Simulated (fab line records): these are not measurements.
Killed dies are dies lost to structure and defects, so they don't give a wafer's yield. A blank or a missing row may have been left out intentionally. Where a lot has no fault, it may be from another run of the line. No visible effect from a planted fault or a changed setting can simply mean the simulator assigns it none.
fab line records	flow n5Finfet	part 2 of 2: steps 16 to 25 of 25
record lots=5	wafers=15	lastDay=17
route steps=1938 shown BEOL_M7@1295
lots that met no fault: from a run of the same line without faults
startH: start of the lot's first displayed wafer, in hours after the record's first day	waitH: time in hours since the lot's previous step	" the same as in the row above	L1.1+2: several wafers, shown together as one row	- no value, or no start given	* or withheld: withheld	< > ~ a bound
route shown NAME@n: names a module that has steps shown in the file, with the first one's number in the route	usual: mean/standard deviation taken from wafers without a fault	same: alike in all rows	chamber/n: place in a boat	sites: each site's reading	_std_site: the standard deviation of these	_edge_site: inner sites' mean taken away from outer sites' mean	radiusMm: for every site, how far away it sits from the centre of the wafer	mask NAME#n: copy n	behind: the most recent tool/chamber to have shaped the wafer	hold: why the lot was held/for how many hours/how that ended	device: transistor that didn't switch, given as n, p or np	end of line: the same wafers' tests at the end of the route	where a step has no rows: the recipe by itself	killed: dies that structure and defects cost at the first sort, which is not the same as the wafer's yield	map: a wafer's dies, marking killed ones x, the rest . and places with no die _
set.NAME: setting as actually run; set.NAME@STEP: the setting as run at that earlier step	model.NAME: the simulator's own value behind a step, which no gauge read
lots at some steps of the route; a table a step, a row a wafer
services: when a tool's chamber went out of use (startH, in hours from the record's first day, below 0 if earlier), for how many hours, and the reason
## steps
# step N5_BEOL_M7_STRIP_80
# recipe chemistry=N2/H2	timeS=10	powerW=450	tempC=40	pressureMtorr=20	rfFrequencyHz=6e+07	biasPowerW=7	n2FlowSccm=200	h2FlowSccm=200
# usual drypumpMotorCurrentA=5.5/0.46	n2FlowSccm=200.1/0.56	oesProductAu=0.81/0.12	rfVppV=59.1/0.94	showerheadPlenumPTorr=2.51/0.1	tempC=39.99/0.11	throttleValvePct=23.3/0.47
lot.wafer	tool	chamber	startH	waitH	drypumpMotorCurrentA	n2FlowSccm	oesProductAu	rfHoursCounterH	rfVppV	showerheadPlenumPTorr	tempC	throttleValvePct
L077.1	rieDiel-04	3	-	-	6.1	200.5	0.77	134	58.8	2.44	39.95	23.5
L077.3	"	0	"	"	5.1	198.9	0.69	217	59.5	2.40	39.92	23.5
L077.6	"	0	"	"	5.1	199.2	0.70	-	58.0	2.40	39.90	23.5
L078.3	rieDiel-04	1	-	-	5.0	200.2	0.71	177	59.8	2.42	40.01	23.7
L078.5	"	3	"	"	6.1	200.2	0.77	-	60.3	2.44	39.79	23.5
L078.6	"	0	"	"	5.1	200.6	0.69	-	60.5	2.40	39.88	23.5
L084.3	rieDiel-05	3	-	-	5.0	200.1	0.94	15	59.5	2.48	40.15	22.8
L084.5	"	0	"	"	5.5	200.6	0.85	-	60.2	2.56	39.93	22.8
L084.6	"	1	"	"	5.8	200.7	1.00	-	58.2	2.73	39.99	23.7
L091.2	rieDiel-04	1	-	-	5.0	201.1	0.67	210	58.9	2.40	40.02	23.8
L091.3	"	2	"	"	6.3	199.8	0.99	2	59.1	2.50	39.79	24.0
L091.6	"	3	"	"	6.1	199.6	0.72	-	60.5	2.42	40.11	23.5
L095.2	rieDiel-05	1	-	-	5.8	200.7	0.92	23	60.1	2.72	39.67	23.7
L095.3	"	3	"	"	5.0	200.1	0.88	38	58.7	2.47	40.02	22.8
L095.4	"	0	"	"	5.5	200.4	0.82	92	60.4	2.55	40.17	22.8
# step N5_BEOL_M7_OCD_MEAS_38
# usual trenchDepthNm=93.2/1.8
lot.wafer	tool	chamber	startH	waitH	trenchDepthNm
L077.1	ocd-02	-	204.29	-	93.9
L077.3	"	-	"	"	94.4
L077.6	"	-	"	"	93.7
L078.3	ocd-02	-	216.76	-	90.5
L078.5	"	-	"	"	93.7
L078.6	"	-	"	"	92.7
L084.3	ocd-01	-	247.42	-	95.3
L084.5	"	-	"	"	94.0
L084.6	"	-	"	"	91.6
L091.2	ocd-01	-	313.27	-	89.2
L091.3	"	-	"	"	94.9
L091.6	"	-	"	"	92.0
L095.2	ocd-02	-	323.87	-	90.0
L095.3	"	-	"	"	94.8
L095.4	"	-	"	"	92.9
# step N5_BEOL_M7_HM_STRIP_39
# recipe chemistry=peroxideTinStrip	material=TiN	targetDepthA=250	tempC=50	timeS=158
# usual bathHeatDutyPct=6.7/0.83	tempC=50.01/0.12
lot.wafer	tool	chamber	startH	waitH	bathHeatDutyPct	tempC
L077.1	wetBench-05	2	204.32	0.0	6.7	49.98
L077.3	"	7	"	"	7.5	49.90
L077.6	"	3	"	"	8.1	49.98
L078.3	wetBench-04	1	216.79	0.0	6.2	49.85
L078.5	"	0	"	"	7.3	49.92
L078.6	"	6	"	"	7.2	49.94
L084.3	wetBench-04	4	247.45	0.0	5.5	50.12
L084.5	"	2	"	"	7.4	49.85
L084.6	"	3	"	"	6.8	49.90
L091.2	wetBench-05	0	313.30	0.0	8.6	50.00
L091.3	"	6	"	"	6.3	49.93
L091.6	"	5	"	"	6.5	49.98
L095.2	wetBench-05	6	323.90	0.0	6.2	49.94
L095.3	"	0	"	"	8.0	50.08
L095.4	"	3	"	"	7.7	49.90
# step N5_BEOL_M7_SRD_40
# recipe timeS=30	tempC=23	rinseLiquid=diw	dry=ipaMarangoni
# usual bathHeatDutyPct=3.5/0.51	tempC=23.01/0.11
lot.wafer	tool	chamber	startH	waitH	bathHeatDutyPct	tempC
L077.1	wetBench-05	2	204.37	0.0	3.3	22.85
L077.3	"	7	"	"	3.5	23.40
L077.6	"	3	"	"	3.4	23.04
L078.3	wetBench-04	1	216.84	0.0	2.9	23.05
L078.5	"	0	"	"	3.5	22.82
L078.6	"	6	"	"	3.1	23.02
L084.3	wetBench-04	4	247.50	0.0	3.2	23.20
L084.5	"	2	"	"	3.8	23.12
L084.6	"	3	"	"	2.9	23.02
L091.2	wetBench-05	0	313.35	0.0	3.7	22.92
L091.3	"	6	"	"	3.2	23.01
L091.6	"	5	"	"	3.5	22.80
L095.2	wetBench-05	6	323.95	0.0	2.9	23.11
L095.3	"	0	"	"	5.1	22.88
L095.4	"	3	"	"	3.4	22.94
# step N5_BEOL_M7_PRECLEAN_42
# recipe chemistry=residueRemover	timeS=60	tempC=40
# usual bathHeatDutyPct=4.4/0.57	tempC=40.00/0.12
lot.wafer	tool	chamber	startH	waitH	bathHeatDutyPct	tempC
L077.1	wetBench-05	2	204.39	0.0	4.7	39.98
L077.3	"	7	"	"	5.2	39.99
L077.6	"	3	"	"	4.8	39.89
L078.3	wetBench-04	1	216.85	0.0	3.3	39.77
L078.5	"	0	"	"	5.1	40.05
L078.6	"	6	"	"	4.4	40.07
L084.3	wetBench-04	4	247.52	0.0	4.4	40.13
L084.5	"	2	"	"	4.9	39.90
L084.6	"	3	"	"	4.0	40.07
L091.2	wetBench-05	0	313.36	0.0	5.3	40.18
L091.3	"	6	"	"	3.9	40.10
L091.6	"	5	"	"	4.3	40.03
L095.2	wetBench-05	6	323.96	0.0	4.0	40.00
L095.3	"	0	"	"	4.7	39.93
L095.4	"	3	"	"	4.3	39.95
# step N5_BEOL_M7_SRD_43
# recipe timeS=30	tempC=23	rinseLiquid=diw	dry=ipaMarangoni
# usual bathHeatDutyPct=3.5/0.53	tempC=23.00/0.098
lot.wafer	tool	chamber	startH	waitH	bathHeatDutyPct	tempC
L077.1	wetBench-05	2	204.40	0.0	3.4	23.06
L077.3	"	7	"	"	4.4	23.03
L077.6	"	3	"	"	3.3	23.07
L078.3	wetBench-04	1	216.87	0.0	3.6	22.87
L078.5	"	0	"	"	3.5	23.00
L078.6	"	6	"	"	3.9	22.89
L084.3	wetBench-04	4	247.53	0.0	3.5	23.07
L084.5	"	2	"	"	4.1	22.84
L084.6	"	3	"	"	2.6	22.82
L091.2	wetBench-05	0	313.38	0.0	4.2	23.00
L091.3	"	6	"	"	2.4	23.06
L091.6	"	5	"	"	3.6	22.89
L095.2	wetBench-05	6	323.98	0.0	2.8	23.06
L095.3	"	0	"	"	4.2	23.08
L095.4	"	3	"	"	3.6	22.88
# step N5_BEOL_M7_CD_MEAS_35
# recipe targetCdNm=40	polarity=opening
# usual cdNm=40.1/0.62
lot.wafer	tool	chamber	startH	waitH	cdNm
L077.1	cdSem-03	-	204.44	0.0	39.6
L077.3	"	-	"	"	40.4
L077.6	"	-	"	"	40.2
L078.3	cdSem-01	-	216.92	0.0	40.2
L078.5	"	-	"	"	40.1
L078.6	"	-	"	"	40.8
L084.3	cdSem-02	-	247.58	0.0	40.0
L084.5	"	-	"	"	39.8
L084.6	"	-	"	"	39.4
L091.2	cdSem-03	-	313.42	0.0	40.4
L091.3	"	-	"	"	39.8
L091.6	"	-	"	"	40.7
L095.2	cdSem-01	-	324.02	0.0	40.4
L095.3	"	-	"	"	40.8
L095.4	"	-	"	"	40.0
# step N5_BEOL_M7_CURE_75
# recipe tempC=370	timeS=120	ambient=DMADMS/He	material=SiCOH_lowk
# usual lampPowerPct=52.33/0.052	wafer_temp_C_max=371.6/0.59
lot.wafer	tool	chamber	startH	waitH	lampPowerPct	wafer_temp_C_max
L077.1	uvCure-02	2	204.49	0.0	52.35	371.6
L077.3	"	2	"	"	52.37	371.0
L077.6	"	2	"	"	52.32	371.9
L078.3	uvCure-01	2	217.06	0.1	52.28	372.2
L078.5	"	2	"	"	52.30	372.7
L078.6	"	2	"	"	52.39	372.2
L084.3	uvCure-01	2	247.72	0.1	52.31	372.2
L084.5	"	2	"	"	52.32	372.4
L084.6	"	2	"	"	52.34	372.0
L091.2	uvCure-02	1	313.51	0.1	52.43	370.9
L091.3	"	1	"	"	52.30	371.2
L091.6	"	1	"	"	52.21	370.8
L095.2	uvCure-01	0	324.33	0.3	52.37	372.2
L095.3	"	0	"	"	52.26	371.1
L095.4	"	0	"	"	52.35	371.8
# step N5_BEOL_M7_DEGAS_44
# recipe ambient=vacuum	tempC=250	timeS=60
# usual heaterPowerW=323/33
lot.wafer	tool	chamber	startH	waitH	heaterPowerW
L077.1	pvdSputter-01	-	204.83	0.3	344
L077.3	"	-	"	"	351
L077.6	"	-	"	"	356
L078.3	pvdSputter-03	-	217.71	0.6	256
L078.5	"	-	"	"	299
L078.6	"	-	"	"	353
L084.3	pvdSputter-03	-	248.02	0.3	323
L084.5	"	-	"	"	259
L084.6	"	-	"	"	319
L091.2	pvdSputter-01	-	314.20	0.6	341
L091.3	"	-	"	"	349
L091.6	"	-	"	"	283
L095.2	pvdSputter-01	-	324.60	0.2	288
L095.3	"	-	"	"	343
L095.4	"	-	"	"	279
# step N5_BEOL_M7_PRE_CLEAN_45
# recipe gas=H2/He	timeS=30	tempC=250
# usual heaterPowerW=322/33
lot.wafer	tool	chamber	startH	waitH	heaterPowerW
L077.1	pvdSputter-01	-	204.87	0.0	352
L077.3	"	-	"	"	343
L077.6	"	-	"	"	368
L078.3	pvdSputter-03	-	217.75	0.0	257
L078.5	"	-	"	"	301
L078.6	"	-	"	"	344
L084.3	pvdSputter-03	-	248.06	0.0	321
L084.5	"	-	"	"	262
L084.6	"	-	"	"	334
L091.2	pvdSputter-01	-	314.24	0.0	337
L091.3	"	-	"	"	350
L091.6	"	-	"	"	272
L095.2	pvdSputter-01	-	324.64	0.0	274
L095.3	"	-	"	"	344
L095.4	"	-	"	"	281
## services
tool	chamber	startH	hours	kind
rieDiel-05	3	180.01	-	clean
rieDiel-05	3	180.01	-	consumableReplace:focusRing
rieDiel-05	3	180.01	23.3	scheduledDown
rieDiel-05	3	180.01	23.3	ventCycle
rieDiel-04	1	183.48	4.8	repair
wetBench-05	-	188.77	1.9	pm
rieDiel-05	1	212.43	-	clean
rieDiel-05	1	212.43	-	consumableReplace:focusRing
rieDiel-05	1	212.43	-	consumableReplace:showerhead
rieDiel-05	1	212.43	30.8	scheduledDown
rieDiel-05	1	212.43	30.8	ventCycle
rieDiel-05	2	243.42	-	clean
rieDiel-05	2	243.42	-	consumableReplace:focusRing
rieDiel-05	2	243.42	18.1	scheduledDown
rieDiel-05	2	243.42	18.1	ventCycle
lithoTrack-03	-	279.98	-	consumableReplace:filter
rieDiel-04	2	287.02	-	clean
rieDiel-04	2	287.02	-	consumableReplace:focusRing
rieDiel-04	0	309.21	-	clean
rieDiel-04	0	309.21	-	consumableReplace:esc
rieDiel-04	0	309.21	-	consumableReplace:focusRing
rieDiel-04	0	309.21	-	consumableReplace:showerhead
rieDiel-04	0	309.21	25.9	scheduledDown
rieDiel-04	0	309.21	25.9	ventCycle
